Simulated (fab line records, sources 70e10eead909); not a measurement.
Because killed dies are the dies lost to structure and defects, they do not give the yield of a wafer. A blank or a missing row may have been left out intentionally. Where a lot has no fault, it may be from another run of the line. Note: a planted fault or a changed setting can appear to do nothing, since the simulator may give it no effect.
fab line records	flow nandHarc
record: lots: 5	wafers: 15	lastDay: 23
route steps=1159 shown A_BLC@988 A_M0@994
lots that met no fault: taken from a fault-free run of the same line
startH: start of the lot's first displayed wafer, in hours after the record's first day	waitH: hours from the lot's prior step to this one	" same as the row above	L1.1+2: a row that stands for several wafers	- no value, or no start given	* or withheld: withheld	< > ~ a bound
route shown NAME@n: names a module that has steps shown in the file, with the first one's number in the route	usual: mean/standard deviation taken from wafers without a fault	same: alike in all rows	chamber/n: place in a boat	sites: each site's reading	_std_site: the standard deviation of these	_edge_site: mean of outer sites minus mean of inner sites	radiusMm: how far each site lies from the wafer's centre	mask NAME#n: copy n	behind: the tool/chamber that last shaped the wafer	hold: why the lot went on hold/how many hours it stayed there/how the hold came to an end	device: whichever transistor did not switch (one of n, p or np)	end of line: at the end of the route, the tests of the same wafers	for a step that has no rows: nothing shown but its recipe	killed: at the first sort, the dies lost to defects and structure; wafer yield is something else	map: per-die view of a wafer (x killed, . not killed, _ where there is no die)
set.NAME: the setting that was run; set.NAME@STEP: the one run at that earlier step	model.NAME: the simulator's own value behind a step, which no gauge read
lots at selected steps of the route; one table per step, one row per wafer
services: the hour from which a tool's chamber was out of use, counted from the record's first day as startH (under 0 if before that day), plus the number of hours and why
== steps ==
step: NHARC_A_BLC_ALD_23
recipe: targetThkA: 30	pulseTimeS: 1	aldCycles: 150	tempC: 450	material: TiN
usual: heaterPowerW: 1089/110	precursorPulseHeightRel: 1.002/0.018
same: pulseTimeS: 1
lot.wafer	tool	chamber	startH	waitH	heaterPowerW	precursorPulseHeightRel
L074.4	aldMetal-03	1	386.23	-	1204	1.018
L074.6	"	2	"	"	977	1.022
L074.5	"	3	"	"	981	0.991
L080.2	aldMetal-04	2	434.98	-	981	0.975
L080.3	"	0	"	"	1224	1.007
L080.5	"	2	"	"	1010	1.010
L082.3	aldMetal-04	3	458.79	-	992	1.022
L082.2	"	1	"	"	1009	1.028
L082.6	"	2	"	"	978	0.990
L089.1	aldMetal-04	0	476.93	-	1227	0.978
L089.4	"	3	"	"	1033	0.995
L089.5	"	1	"	"	1041	0.990
L093.1	aldMetal-04	0	499.41	-	1236	0.984
L093.4	"	2	"	"	1010	0.997
L093.3	"	3	"	"	1038	1.018
step: NHARC_A_BLC_CVD_24
recipe: targetThkA: 1500	tempC: 300	pressureTorr: 40	wf6FlowSccm: 40	h2FlowSccm: 1600	arFlowSccm: 1560	timeS: 434	material: W
usual: heaterPowerW: 460/26	mfcWf6Sccm: 40.01/0.13	throttleValvePct: 7.9/0.33
lot.wafer	tool	chamber	startH	waitH	heaterPowerW	mfcWf6Sccm	throttleValvePct
L074.4	cvdW-01	0	-	-	430	39.88	8.3
L074.6	"	0	"	"	456	39.99	8.3
L074.5	"	1	"	"	482	40.11	7.5
L080.2	cvdW-01	0	-	-	461	40.24	8.3
L080.3	"	0	"	"	453	40.13	8.0
L080.5	"	0	"	"	445	40.02	8.1
L082.2	cvdW-01	0	-	-	457	39.87	8.5
L082.3	"	0	"	"	454	39.89	8.1
L082.6	"	0	"	"	448	39.95	8.2
L089.1	cvdW-01	1	-	-	497	39.88	7.6
L089.4	"	1	"	"	492	39.93	7.8
L089.5	"	0	"	"	445	39.95	8.4
L093.1	cvdW-01	1	-	-	489	39.95	7.3
L093.4	"	1	"	"	499	39.78	7.3
L093.3	"	0	"	"	431	39.97	8.0
step: NHARC_A_BLC_CMP_25
recipe: tOverpolishS: 30	targetThkNm: 150
usual: motorCurrentA: 11.7/1.2	overpolishRunS: 30.001/0.0099	slurryFlowMlMin: 150.1/0.45	timeToEndpointS: 30/3
lot.wafer	tool	chamber	startH	waitH	motorCurrentA	overpolishRunS	slurryFlowMlMin	timeToEndpointS
L074.4	cmp-03	3	391.60	0.3	13.4	30.004	150.0	34
L074.5	"	2	"	"	10.7	30.004	149.8	29
L074.6	"	3	"	"	14.3	30.012	150.9	36
L080.2	cmp-01	1	439.74	0.4	11.7	30.006	151.1	30
L080.3	"	2	"	"	11.6	30.010	149.9	31
L080.5	"	1	"	"	11.2	29.996	149.8	26
L082.3	cmp-02	2	459.52	0.3	11.2	30.002	150.2	29
L082.2	"	3	"	"	9.7	30.010	151.1	29
L082.6	"	2	"	"	12.1	29.998	149.5	29
L089.1	cmp-01	3	477.68	0.4	10.0	30.009	150.0	29
L089.4	"	0	"	"	11.2	29.990	150.1	29
L089.5	"	3	"	"	10.5	29.998	150.0	29
L093.1	cmp-01	3	501.39	0.5	11.0	29.991	149.7	28
L093.3	"	0	"	"	11.1	29.991	150.2	26
L093.4	"	1	"	"	12.0	30.008	149.7	28
step: NHARC_A_BLC_SRD_27
lot.wafer	tool	chamber	startH	waitH
L074.5+4+6	wetBench-06	6,7,0	391.90	0.0
L080.5+2+3	wetBench-06	2,5,7	440.03	0.0
L082.3+2+6	wetBench-09	4,0,1	459.84	0.0
L089.5+1+4	wetBench-09	4,7,0	477.98	0.0
L093.3+4+1	wetBench-06	5,6,1	501.71	0.0
step: NHARC_A_BLC_INSPECT_28
usual: rawDefectCount: 463/140
lot.wafer	tool	chamber	startH	waitH	rawDefectCount
L074.4	defectInspect-02	-	391.98	0.1	404
L074.5	"	-	"	"	336
L074.6	"	-	"	"	346
L080.2	defectInspect-02	-	440.12	0.1	665
L080.3	"	-	"	"	476
L080.5	"	-	"	"	397
L082.2	defectInspect-02	-	459.92	0.1	328
L082.3	"	-	"	"	398
L082.6	"	-	"	"	321
L089.1	defectInspect-02	-	478.06	0.1	334
L089.4	"	-	"	"	381
L089.5	"	-	"	"	268
L093.1	defectInspect-02	-	501.79	0.1	334
L093.3	"	-	"	"	437
L093.4	"	-	"	"	346
step: NHARC_A_M0_DEP_00
recipe: targetThkA: 1500	targetThkNm: 150	tempC: withheld	pressureTorr: 5	flowSccm: 200	rfW: 600	material: SiOC
lot.wafer	tool	chamber	startH	waitH
L074.4+6+5	pecvd-04	0,1,2	392.18	0.2
L080.2+3+5	pecvd-02	0,1,0	440.23	0.1
L082.2+3+6	pecvd-04	2,0,0	460.03	0.1
L089.1+4+5	pecvd-04	2,1,0	478.19	0.1
L093.1+3+4	pecvd-02	2,0,0	501.90	0.1
step: NHARC_A_M0_DEHYDRATE_01
recipe: tempC: 150	timeS: 120
lot.wafer	tool	chamber	startH	waitH
L074.4+5+6	lithoTrack-06	0	392.45	-
L080.2+3+5	lithoTrack-04	0	440.59	-
L082.2+3+6	lithoTrack-06	0	460.39	-
L089.1+4+5	lithoTrack-06	0	478.55	-
L093.1+3+4	lithoTrack-04	0	502.26	-
step: NHARC_A_M0_HMDS_02
recipe: timeS: 30
lot.wafer	tool	chamber	startH	waitH
L074.4+5+6	lithoTrack-06	0	-	-
L080.2+3+5	lithoTrack-04	0	-	-
L082.2+3+6	lithoTrack-06	0	-	-
L089.1+4+5	lithoTrack-06	0	-	-
L093.1+3+4	lithoTrack-04	0	-	-
step: NHARC_A_M0_COAT_33
recipe: tempC: 200	timeS: 65
lot.wafer	tool	chamber	startH	waitH
L074.4+5+6	lithoTrack-06	0	-	-
L080.2+3+5	lithoTrack-04	0	-	-
L082.2+3+6	lithoTrack-06	0	-	-
L089.1+4+5	lithoTrack-06	0	-	-
L093.1+3+4	lithoTrack-04	0	-	-
step: NHARC_A_M0_COAT_03
recipe: spinRpm: 1500	resistThkNm: 90
usual: dispensePressureKPa: 44.0/2.3	spinSpeedRpm: 1499.9/1.1
lot.wafer	tool	chamber	startH	waitH	dispensePressureKPa	spinSpeedRpm
L074.4	lithoTrack-06	0	-	-	45.7	1499.3
L074.5	"	0	"	"	45.6	1500.8
L074.6	"	0	"	"	45.6	1497.5
L080.2	lithoTrack-04	0	-	-	45.9	1500.4
L080.3	"	0	"	"	45.9	1499.1
L080.5	"	0	"	"	45.8	1498.5
L082.2	lithoTrack-06	0	-	-	45.7	1499.9
L082.3	"	0	"	"	45.6	1502.2
L082.6	"	0	"	"	45.7	1499.3
L089.1	lithoTrack-06	0	-	-	45.6	1498.7
L089.4	"	0	"	"	45.6	1500.4
L089.5	"	0	"	"	45.6	1498.7
L093.1	lithoTrack-04	0	-	-	45.8	1499.7
L093.3	"	0	"	"	45.9	1498.6
L093.4	"	0	"	"	45.8	1499.8
step: NHARC_A_M0_SOFTBAKE_04
recipe: tempC: 105	timeS: 55
lot.wafer	tool	chamber	startH	waitH
L074.4+5+6	lithoTrack-06	0	-	-
L080.2+3+5	lithoTrack-04	0	-	-
L082.2+3+6	lithoTrack-06	0	-	-
L089.1+4+5	lithoTrack-06	0	-	-
L093.1+3+4	lithoTrack-04	0	-	-
step: NHARC_A_M0_EBR_05
lot.wafer	tool	chamber	startH	waitH
L074.4+5+6	lithoTrack-06	0	-	-
L080.2+3+5	lithoTrack-04	0	-	-
L082.2+3+6	lithoTrack-06	0	-	-
L089.1+4+5	lithoTrack-06	0	-	-
L093.1+3+4	lithoTrack-04	0	-	-
step: NHARC_A_M0_EXPOSE_06
recipe: na: 1.35	targetCdNm: 80	doseMj: 83.25	maskId: A_M0
usual: reticleTempC: 22.99/0.1
lot.wafer	tool	chamber	startH	waitH	mask	reticleTempC
L074.4	arfiScanner-01	0	392.75	-	A_M0#0	23.02
L074.5	"	0	"	"	A_M0#0	23.10
L074.6	"	0	"	"	A_M0#0	23.00
L080.2	arfiScanner-01	0	440.88	-	A_M0#0	23.12
L080.3	"	0	"	"	A_M0#0	23.15
L080.5	"	0	"	"	A_M0#0	23.15
L082.2	arfiScanner-02	0	460.69	-	A_M0#0	22.99
L082.3	"	0	"	"	A_M0#0	22.80
L082.6	"	0	"	"	A_M0#0	23.06
L089.1	arfiScanner-03	0	478.84	-	A_M0#0	23.02
L089.4	"	0	"	"	A_M0#0	22.92
L089.5	"	0	"	"	A_M0#0	23.00
L093.1	arfiScanner-01	0	502.42	-	A_M0#0	23.07
L093.3	"	0	"	"	A_M0#0	22.89
L093.4	"	0	"	"	A_M0#0	23.02
step: NHARC_A_M0_PEB_07
recipe: pebTempC: 100	pebTimeS: 65
lot.wafer	tool	chamber	startH	waitH
L074.4+5+6	lithoTrack-06	0	392.80	0.0
L080.2+3+5	lithoTrack-06	0	440.94	0.1
L082.2+3+6	lithoTrack-04	0	460.75	0.1
L089.1+4+5	lithoTrack-01	0	478.90	0.1
L093.1+3+4	lithoTrack-06	0	502.48	0.1
step: NHARC_A_M0_DEVELOP_08
recipe: developTimeS: 35	devTempC: 23
same: developTimeS: 35
lot.wafer	tool	chamber	startH	waitH
L074.4+5+6	lithoTrack-06	0	-	-
L080.2+3+5	lithoTrack-06	0	-	-
L082.2+3+6	lithoTrack-04	0	-	-
L089.1+4+5	lithoTrack-01	0	-	-
L093.1+3+4	lithoTrack-06	0	-	-
step: NHARC_A_M0_CD_MEAS_09
recipe: targetCdNm: 80	landingEnergyEv: 500
usual: cdNm: 80.2/0.79
lot.wafer	tool	chamber	startH	waitH	cdNm
L074.4	cdSem-02	0	392.89	-	80.1
L074.5	"	0	"	"	80.9
L074.6	"	0	"	"	80.1
L080.2	cdSem-02	0	441.02	-	80.5
L080.3	"	0	"	"	78.9
L080.5	"	0	"	"	80.1
L082.2	cdSem-01	0	460.83	-	80.1
L082.3	"	0	"	"	80.7
L082.6	"	0	"	"	80.5
L089.1	cdSem-01	0	478.98	-	80.2
L089.4	"	0	"	"	80.3
L089.5	"	0	"	"	79.4
L093.1	cdSem-03	0	502.56	-	79.9
L093.3	"	0	"	"	80.2
L093.4	"	0	"	"	79.6
step: NHARC_A_M0_OVL_MEAS_10
recipe: pitchNm: 160
usual: overlayXNm: -0.2/0.94	overlayYNm: 0.0/0.85
lot.wafer	tool	chamber	startH	waitH	overlayXNm	overlayYNm
L074.4	overlay-01	-	392.97	-	-1.6	-0.3
L074.5	"	-	"	"	-1.6	0.3
L074.6	"	-	"	"	-1.5	0.8
L080.2	overlay-01	-	441.10	-	-0.6	0.1
L080.3	"	-	"	"	-0.6	0.0
L080.5	"	-	"	"	-0.5	-0.2
L082.2	overlay-01	-	460.91	-	0.5	0.9
L082.3	"	-	"	"	0.3	1.6
L082.6	"	-	"	"	1.0	1.5
L089.1	overlay-01	-	479.07	-	0.1	-1.0
L089.4	"	-	"	"	-0.5	-0.8
L089.5	"	-	"	"	-0.4	-0.9
L093.1	overlay-01	-	502.65	-	-0.2	-0.2
L093.3	"	-	"	"	0.0	-0.4
L093.4	"	-	"	"	0.0	-0.3
step: NHARC_A_M0_INSPECT_11
usual: rawDefectCount: 31/11
lot.wafer	tool	chamber	startH	waitH	rawDefectCount
L074.4	defectInspect-01	-	393.01	0.0	30
L074.5	"	-	"	"	18
L074.6	"	-	"	"	12
L080.2	defectInspect-02	-	441.16	0.1	28
L080.3	"	-	"	"	20
L080.5	"	-	"	"	20
L082.2	defectInspect-02	-	460.95	0.0	23
L082.3	"	-	"	"	36
L082.6	"	-	"	"	37
L089.1	defectInspect-02	-	479.11	0.0	13
L089.4	"	-	"	"	16
L089.5	"	-	"	"	16
L093.1	defectInspect-01	-	502.69	0.0	46
L093.3	"	-	"	"	33
L093.4	"	-	"	"	42
step: NHARC_A_M0_DESCUM_14
recipe: timeS: 3	o2FlowSccm: 200	arFlowSccm: 0	biasPowerW: 0	chemistry: O2
usual: drypumpMotorCurrentA: 5.8/0.5	oesProductAu: 0.996/0.013	rfVppV: 57.7/1	showerheadPlenumPTorr: 1.87/0.069	throttleValvePct: 11.310/0.0091
lot.wafer	tool	chamber	startH	waitH	drypumpMotorCurrentA	oesProductAu	rfHoursCounterH	rfVppV	showerheadPlenumPTorr	throttleValvePct
L074.4	rieDiel-01	3	393.07	0.1	5.4	1.002	5	56.2	1.91	11.314
L074.5	"	3	"	"	5.4	0.999	-	57.6	1.91	11.312
L074.6	"	0	"	"	5.2	1.001	-	57.8	1.81	11.305
L080.2	rieDiel-01	0	441.22	0.1	5.2	0.989	8	58.2	1.81	11.313
L080.3	"	2	"	"	6.2	1.024	11	59.0	1.97	11.316
L080.5	"	1	"	"	5.6	0.994	-	57.2	1.81	11.297
L082.3	rieDiel-05	1	461.03	0.1	5.5	1.005	8	57.0	1.86	11.315
L082.2	"	2	"	"	6.2	0.976	8	57.3	1.88	11.314
L082.6	"	0	"	"	5.2	1.008	-	58.9	2.01	11.308
L089.4	rieDiel-01	1	479.17	0.1	5.6	1.009	12	57.4	1.81	11.319
L089.1	"	0	"	"	5.2	0.997	10	57.6	1.81	11.305
L089.5	"	1	"	"	5.6	1.003	-	56.8	1.81	11.312
L093.3	rieDiel-01	2	502.76	0.1	6.2	1.009	0	56.6	1.97	11.316
L093.1	"	3	"	"	5.4	0.996	0	56.5	1.91	11.299
L093.4	"	0	"	"	5.2	0.988	0	56.8	1.81	11.314
step: NHARC_A_M0_ETCH_34
recipe: targetDepthA: 400	overetchA: 120	timeS: 43.94	ionEnergyEv: 200	n2FlowSccm: 150	h2FlowSccm: 150	arFlowSccm: 0	rfW: 400	biasW: 150	chemistry: N2/H2
usual: drypumpMotorCurrentA: 5.8/0.51	n2FlowSccm: 150.0/0.51	oesProductAu: 0.996/0.012	rfVppV: 429.2/2.2	showerheadPlenumPTorr: 1.99/0.073	throttleValvePct: 14.172/0.0087
lot.wafer	tool	chamber	startH	waitH	drypumpMotorCurrentA	n2FlowSccm	oesProductAu	rfHoursCounterH	rfVppV	showerheadPlenumPTorr	throttleValvePct
L074.4	rieDiel-01	3	393.16	0.1	5.4	149.9	1.010	5	431.2	2.04	14.187
L074.5	"	1	"	"	5.6	150.4	1.007	-	428.4	1.93	14.180
L074.6	"	2	"	"	6.2	149.7	1.029	-	433.2	2.11	14.182
L080.2	rieDiel-01	3	441.30	0.1	5.4	150.5	1.005	10	430.8	2.03	14.183
L080.3	"	1	"	"	5.7	150.3	0.990	9	426.6	1.93	14.189
L080.5	"	0	"	"	5.2	150.7	0.996	-	427.3	1.92	14.159
L082.2	rieDiel-05	2	461.10	0.1	6.3	150.4	0.980	8	429.5	2.01	14.180
L082.3	"	3	"	"	6.0	150.3	0.990	9	429.2	1.98	14.153
L082.6	"	1	"	"	5.5	149.6	0.999	-	430.5	1.98	14.161
L089.1	rieDiel-01	1	479.26	0.1	5.7	150.3	1.001	12	428.7	1.93	14.178
L089.4	"	2	"	"	6.2	149.7	1.017	13	431.7	2.10	14.173
L089.5	"	0	"	"	5.2	150.0	1.003	-	428.4	1.92	14.163
L093.4	rieDiel-01	2	502.83	0.1	6.2	149.0	1.010	0	431.8	2.10	14.167
L093.1	"	3	"	"	5.4	150.5	0.997	0	430.6	2.03	14.159
L093.3	"	1	"	"	5.6	150.1	1.006	0	427.7	1.93	14.160
step: NHARC_A_M0_ETCH_15
recipe: targetDepthA: 1500	overetchA: 150	timeS: 82.5	c4f8FlowSccm: withheld	arFlowSccm: 400	rfW: 600	biasW: 300	chemistry: C4F8/Ar
usual: oesProductAu: 0.951/0.025	rfVppV: 439.3/2.2
lot.wafer	tool	chamber	startH	waitH	oesProductAu	rfHoursCounterH	rfVppV
L074.4	rieDiel-01	0	-	-	0.967	5	437.7
L074.6	"	2	"	"	0.980	-	443.0
L074.5	"	3	"	"	0.981	-	439.6
L080.2	rieDiel-01	0	-	-	0.951	8	436.3
L080.3	"	2	"	"	0.994	11	442.9
L080.5	"	0	"	"	0.953	-	437.4
L082.2	rieDiel-05	0	-	-	0.937	9	443.2
L082.3	"	1	"	"	0.915	8	438.6
L082.6	"	0	"	"	0.929	-	444.4
L089.1	rieDiel-01	0	-	-	0.920	10	438.8
L089.4	"	2	"	"	0.947	13	443.2
L089.5	"	1	"	"	0.929	-	436.1
L093.4	rieDiel-01	0	-	-	0.976	0	438.5
L093.1	"	1	"	"	0.968	0	436.7
L093.3	"	2	"	"	0.983	0	442.9
step: NHARC_A_M0_CD_MEAS_16
usual: cdNm: 80.2/1.3
lot.wafer	tool	chamber	startH	waitH	cdNm
L074.4	cdSem-02	-	393.37	-	79.5
L074.5	"	-	"	"	79.7
L074.6	"	-	"	"	79.9
L080.2	cdSem-01	-	441.52	-	81.1
L080.3	"	-	"	"	77.5
L080.5	"	-	"	"	80.3
L082.2	cdSem-02	-	461.32	-	79.7
L082.3	"	-	"	"	80.8
L082.6	"	-	"	"	81.4
L089.1	cdSem-03	-	479.47	-	80.6
L089.4	"	-	"	"	80.2
L089.5	"	-	"	"	79.8
L093.1	cdSem-01	-	503.05	-	80.2
L093.3	"	-	"	"	80.9
L093.4	"	-	"	"	80.4
step: NHARC_A_M0_STRIP_18
recipe: powerW: 1000	n2FlowSccm: 150	h2FlowSccm: 150	arFlowSccm: 0	biasW: 0	chemistry: N2/H2
usual: drypumpMotorCurrentA: 5.8/0.49	n2FlowSccm: 150.0/0.44	oesProductAu: 0.994/0.014	rfVppV: 90.3/1	showerheadPlenumPTorr: 1.99/0.075	throttleValvePct: 14.170/0.0093
lot.wafer	tool	chamber	startH	waitH	drypumpMotorCurrentA	n2FlowSccm	oesProductAu	rfHoursCounterH	rfVppV	showerheadPlenumPTorr	throttleValvePct
L074.4	rieDiel-09	0	393.49	0.1	5.7	150.6	0.985	7	91.2	1.98	14.171
L074.6	"	2	"	"	6.5	150.3	0.976	-	91.5	1.96	14.173
L074.5	"	3	"	"	5.2	149.6	0.987	-	90.4	1.91	14.160
L080.2	rieDiel-09	3	441.63	0.1	5.2	149.8	1.000	0	91.4	1.90	14.166
L080.3	"	0	"	"	5.7	149.7	0.998	0	89.1	1.98	14.166
L080.5	"	3	"	"	5.2	150.3	1.003	-	90.9	1.90	14.155
L082.3	rieDiel-01	3	461.39	0.1	5.4	150.6	1.009	12	91.1	2.03	14.169
L082.2	"	2	"	"	6.2	149.7	1.028	12	90.3	2.10	14.168
L082.6	"	3	"	"	5.4	150.2	1.011	-	89.1	2.03	14.168
L089.1	rieDiel-05	0	479.54	0.1	5.3	150.3	0.997	10	91.0	2.15	14.168
L089.4	"	3	"	"	6.0	150.6	0.977	10	91.1	1.98	14.174
L089.5	"	1	"	"	5.5	149.8	0.988	-	89.7	1.98	14.165
L093.4	rieDiel-09	3	503.12	0.1	5.2	149.9	1.010	5	89.3	1.90	14.177
L093.3	"	0	"	"	5.7	150.6	0.989	5	89.6	1.98	14.182
L093.1	"	1	"	"	6.7	149.7	1.027	5	87.9	1.91	14.170
step: NHARC_A_M0_STRIP_19
recipe: timeS: 600	tempC: 30	chemistry: postEtchResidueRemover
lot.wafer	tool	chamber	startH	waitH
L074.6+4+5	wetBench-05	1,3,6	393.71	-
L080.2+3+5	wetBench-02	0,2,5	441.88	-
L082.3+2+6	wetBench-04	0,1,2	461.68	-
L089.5+4+1	wetBench-02	2,3,6	479.83	-
L093.3+1+4	wetBench-02	1,4,5	503.40	-
step: NHARC_A_M0_DEGAS_28
recipe: tempC: 250	timeS: 60
usual: heaterPowerW: 332/36
lot.wafer	tool	chamber	startH	waitH	heaterPowerW
L074.4	pvdSputter-01	-	394.00	-	355
L074.5	"	-	"	"	249
L074.6	"	-	"	"	351
L080.3	pvdSputter-03	-	442.16	-	351
L080.2	"	-	"	"	313
L080.5	"	-	"	"	302
L082.2	pvdSputter-02	-	461.94	-	352
L082.3	"	-	"	"	311
L082.6	"	-	"	"	387
L089.1	pvdSputter-01	-	480.11	-	252
L089.4	"	-	"	"	350
L089.5	"	-	"	"	347
L093.1	pvdSputter-02	-	503.76	-	340
L093.3	"	-	"	"	389
L093.4	"	-	"	"	295
step: NHARC_A_M0_PRE_CLEAN_29
recipe: timeS: 30	tempC: 280	gas: H2/He
usual: heaterPowerW: 405/44
lot.wafer	tool	chamber	startH	waitH	heaterPowerW
L074.4	pvdSputter-01	-	-	-	302
L074.5	"	-	"	"	436
L074.6	"	-	"	"	444
L080.2	pvdSputter-03	-	-	-	362
L080.3	"	-	"	"	420
L080.5	"	-	"	"	365
L082.2	pvdSputter-02	-	-	-	440
L082.3	"	-	"	"	475
L082.6	"	-	"	"	370
L089.4	pvdSputter-01	-	-	-	421
L089.1	"	-	"	"	423
L089.5	"	-	"	"	301
L093.1	pvdSputter-02	-	-	-	368
L093.4	"	-	"	"	420
L093.3	"	-	"	"	410
== services ==
tool	chamber	startH	hours	kind
arfiScanner-01	-	368.00	4.0	pm
pecvd-04	-	376.19	13.0	pm
rieDiel-09	-	377.35	0.6	repair
arfiScanner-01	-	380.66	4.0	repair
arfiScanner-01	-	387.45	0.5	repair
pvdSputter-02	-	392.00	10.0	pm
cmp-01	-	392.85	2.6	repair
cmp-01	-	399.01	4.0	pm
aldMetal-04	-	406.00	10.0	pm
rieDiel-01	0	428.35	2.5	repair
rieDiel-09	-	431.10	9.0	pm
lithoTrack-01	-	443.00	7.0	pm
pecvd-04	2	452.47	4.2	repair
aldMetal-04	-	455.55	1.5	repair
pvdSputter-03	-	458.00	10.0	pm
cmp-01	-	462.91	4.0	repair
lithoTrack-06	-	467.01	7.0	pm
cmp-01	-	468.23	2.6	repair
cvdW-01	-	477.56	13.0	pm
wetBench-06	-	481.60	8.0	pm
lithoTrack-04	-	491.00	7.0	pm
rieDiel-01	-	491.86	9.0	pm
cmp-01	-	497.01	4.0	pm
cvdW-01	1	502.94	8.5	repair
== key ==
fault none
